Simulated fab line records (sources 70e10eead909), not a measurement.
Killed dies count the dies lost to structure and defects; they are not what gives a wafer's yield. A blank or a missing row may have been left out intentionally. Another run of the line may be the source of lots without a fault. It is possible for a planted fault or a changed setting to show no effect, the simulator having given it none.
A lot that was struck, set against a sound lot ; flow nand-harc ; 40 out of 1159 route steps
Sound: the wafers L496.2, L496.3, L496.4. Struck: wafer L506.6 (L506.1, L506.2, from the same lot, were not struck and are left out); the cause is given at the end.
Order at every step that has rows: each side's tool, ch and its chambers, its first start. Under that, the readings that differ: sound wafers ; struck wafers ; difference of the means ; sigmas: that difference in standard deviations of wafers without a fault.
alike: words and numbers the same on both sides, and readings whose means are apart by under 2 such deviations; not compared: readings that were withheld, readings missing a value for some wafer, numbers with overlapping values and no deviation given by the record, and bounds like >300 which may hide the same value.
A row with sigmas, a row that says differs or no value, or rows on one side alone: a step with any of these is where the two part. Numbers that don't overlap but have no deviation are shown without sigmas and don't part them. A reading that every wafer of one side lacks parts them only if that side has two wafers or more.

first, 5 steps without rows for these wafers: NHARC_P_CONTACT_DESCUM_17 (chemistry O2, time 3 s); NHARC_P_CONTACT_ETCH_35 (etches the open film in CF4, target depth 39 nm, time 65 s); NHARC_P_CONTACT_ETCH_36 (etches the open film in N2/H2, target depth 260 nm, time 406.25 s); NHARC_P_CONTACT_ETCH_18 (etches the open film in C4F8/O2/Ar, target depth 481 nm, time 240.5 s); NHARC_P_CONTACT_STRIP_37 (strips in C4F8/O2/Ar).
NHARC_P_CONTACT_ETCH_31: etches the open film in CH3F/O2, target depth 30 nm, time 85.7 s.
  sound: rie-diel-04 ch 0,1,2; struck: rie-diel-04 ch 1
  alike: bias-w, drypump-motor-current-A, mfc-ar-sccm, oes-product-au, rf-fwd-power-W, rf-vpp-V, showerhead-plenum-p-Torr, throttle-valve-pct
  not compared: rf-hours-counter-h
NHARC_P_CONTACT_CD_MEAS_19:
  sound on cd-sem-01 at day 8 00:14; struck on cd-sem-03 at day 10 01:25
  alike: cd-nm
then, 5 steps without rows for these wafers: NHARC_P_CONTACT_STRIP_28 (strips in O2); NHARC_P_CONTACT_STRIP_29 (strips in post etch residue remover, time 1200 s); NHARC_P_CONTACT_DEGAS_38 (time 60 s); NHARC_P_CONTACT_PRE_CLEAN_39 (time 19.5 s); NHARC_P_CONTACT_PVD_32 (deposits Ti, target thk 5 nm, time 17.7 s).
NHARC_P_CONTACT_ALD_22: deposits TiN, target thk 3 nm, pulse time 1 s, ald cycles 150.
  sound on ald-metal-01 ch 0,2,3, day 8 01:13; struck on ald-metal-01 ch 3, day 10 02:25
  alike: heater-power-w, precursor-pulse-height-rel
  not compared: since-wet-clean-h
then, 13 steps without rows for these wafers: NHARC_P_CONTACT_CVD_23 (deposits W, target thk 200 nm, time 557 s); NHARC_P_CONTACT_CMP_24 (polishes, t overpolish 30 s, target thk 200 nm); NHARC_P_CONTACT_SRD_26; NHARC_P_M0_DEP_00 (deposits SiOC, target thk 150 nm); NHARC_P_M0_DEHYDRATE_01 (time 120 s); NHARC_P_M0_HMDS_02 (time 30 s); NHARC_P_M0_COAT_33 (time 65 s); NHARC_P_M0_COAT_03 (resist thk 90 nm); NHARC_P_M0_SOFTBAKE_04 (time 55 s); NHARC_P_M0_EBR_05; NHARC_P_M0_EXPOSE_06 (exposes mask P M0, target cd 90 nm); NHARC_P_M0_PEB_07 (peb time 65 s); NHARC_P_M0_DEVELOP_08 (develop time 35 s).
NHARC_P_M0_CD_MEAS_09 targets a cd of 90 nm.
  sound on cd-sem-02 ch 0, day 8 13:29; struck on cd-sem-02 ch 0, day 10 04:24
  alike: cd-nm
NHARC_P_M0_OVL_MEAS_10: pitch 180 nm.
  sound on overlay-01 at day 8 13:34; struck on overlay-01 at day 10 04:29
reading;sound;struck;difference;sigmas
overlay-x-nm (nm);2.2 1.7 2.3;-1.2;-3.3;-4
  alike: overlay-y-nm
then, 1 step without rows for these wafers: NHARC_P_M0_DESCUM_14 (chemistry O2, time 3 s).
NHARC_P_M0_ETCH_34: etches the open film in N2/H2, target depth 40 nm, overetch 12 nm, time 43.94 s.
  sound on rie-diel-03 ch 0,2,3, day 8 13:46; struck on rie-diel-08 ch 3, day 10 04:40
reading;sound;struck;difference;sigmas
bias-w (W);149.8 149.7 149.2;150.6;+1.0;+2
  alike: drypump-motor-current-A, h2-flow-sccm, mfc-ar-sccm, oes-product-au, rf-fwd-power-W, rf-vpp-V, showerhead-plenum-p-Torr, throttle-valve-pct
  not compared: rf-hours-counter-h
then, 1 step without rows for these wafers: NHARC_P_M0_ETCH_15 (etches the open film in C4F8/Ar, target depth 150 nm, overetch 15 nm, time 82.5 s).
NHARC_P_M0_CD_MEAS_16:
  sound on cd-sem-01 at day 8 13:58; struck on cd-sem-01 at day 10 04:53
  alike: cd-nm
NHARC_P_M0_STRIP_18: strips in N2/H2.
  sound on rie-diel-09 ch 0,1,3, day 8 14:02; struck on rie-diel-08 ch 2, day 10 05:01
reading;sound;struck;difference;sigmas
mfc-ar-sccm (sccm);0.028 0.025 0.018;0;+0;-2
  alike: drypump-motor-current-A, h2-flow-sccm, oes-product-au, rf-fwd-power-W, rf-vpp-V, showerhead-plenum-p-Torr, throttle-valve-pct
  not compared: rf-hours-counter-h
then, 1 step without rows for these wafers: NHARC_P_M0_STRIP_19 (strips in post etch residue remover, time 600 s).
NHARC_P_M0_DEGAS_28: time 60 s.
  sound on pvd-sputter-03 at day 8 14:35; struck on pvd-sputter-01 at day 10 05:31
  alike: heater-power-w
then, 1 step without rows for these wafers: NHARC_P_M0_PRE_CLEAN_29 (time 30 s).
NHARC_P_M0_PVD_20: deposits TaN, target thk 5 nm, time 8.06 s.
  sound on pvd-sputter-03; struck on pvd-sputter-01
  alike: substrate-temp-c, throttle-valve-pct
then, 2 steps without rows for these wafers: NHARC_P_M0_PVD_21 (deposits Cu, target thk 30 nm, time 20.49 s); NHARC_P_M0_ECD_22 (material Cu, target thk 400 nm).
-- break in the record here, with 14 days between the starts of the struck wafers on either side (left off in module P_M0, picked up again in module END, where the first step shown is number 1159 on the route) --
NHARC_END_SORT_01:
  the record has rows for the struck wafers here (prober-02 ch 0, day 23 22:35) and none for the sound ones

== WHERE THEY PART ==
At NHARC_P_M0_OVL_MEAS_10 first; at NHARC_END_SORT_01 last (within this record only).

WHY: whatever the simulator had introduced
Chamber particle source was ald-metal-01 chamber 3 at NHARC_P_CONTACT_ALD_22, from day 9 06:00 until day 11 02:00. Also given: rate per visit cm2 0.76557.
